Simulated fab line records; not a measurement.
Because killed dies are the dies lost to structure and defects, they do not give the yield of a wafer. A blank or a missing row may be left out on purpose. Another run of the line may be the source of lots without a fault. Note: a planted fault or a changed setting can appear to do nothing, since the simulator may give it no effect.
Matching of chambers -- flow n5Finfet -- rieDiel-02 running N5_BEOL_M0_SAQP_DESCUM_45: 4 sister chambers
The step chemistry O2, time 7 s. 14 wafers are shown with their chamber, then 7 later ones without.

WAFERS WITH THEIR CHAMBER
wafer,chamber,showerheadPlenumPTorr (Torr),throttleValvePct (%),oesProductAu (a.u.)
L082.1,1,2.03,20.80,0.78
L082.3,0,2.08,20.62,0.74
L082.6,1,2.03,20.80,0.78
L084.2,0,2.08,20.62,0.74
L084.5,0,2.08,20.63,0.74
L084.6,3,2.06,20.17,0.72
L085.1,0,2.08,20.63,0.74
L085.4,1,2.03,20.81,0.77
L085.5,3,2.06,20.18,0.72
L087.1,2,2.18,20.61,0.73
L087.3,1,2.02,20.83,0.78
L087.5,1,2.02,20.80,0.77
L090.2,3,2.06,20.20,0.72
L090.3,2,2.18,20.62,0.72

SIGNATURES, as means of the wafers listed above
reading,chamber 0,chamber 1,chamber 2,chamber 3,scatter within a chamber
showerheadPlenumPTorr,2.0800,2.0260,2.1800,2.0600,0.00346
throttleValvePct,20.6250,20.8080,20.6150,20.1833,0.0114
oesProductAu,0.7400,0.7760,0.7250,0.7200,0.00412
Rule: distance of a wafer from a chamber = root of the sum over the readings of ((wafer's reading minus chamber's mean) / reading's scatter) squared. If the next closest chamber is less than 2 further off than the closest, the wafer can't be placed; otherwise it belongs to the closest. The scatter: take each reading less its chamber's mean, square it, sum over the shown wafers, divide by the number of wafers less the number of chambers, and take the root.

WAFERS WITH NO CHAMBER GIVEN
wafer,showerheadPlenumPTorr (Torr),throttleValvePct (%),oesProductAu (a.u.)
L090.4,2.07,20.63,0.74
L094.2,2.07,20.65,0.73
L094.3,2.02,20.83,0.76
L094.4,2.06,20.22,0.70
L095.1,2.02,20.84,0.76
L095.4,2.07,20.65,0.73
L095.5,2.17,20.62,0.71

WHICH CHAMBER EACH ONE RAN IN
wafer,from the rows above,in truth
L090.4,0,0
L094.2,0,0
L094.3,1,1
L094.4,3,3
L095.1,1,1
L095.4,0,0
L095.5,2,2
Correctly placed: 7 of 7. Can't be placed from these rows: 0. 0 placed wrongly.
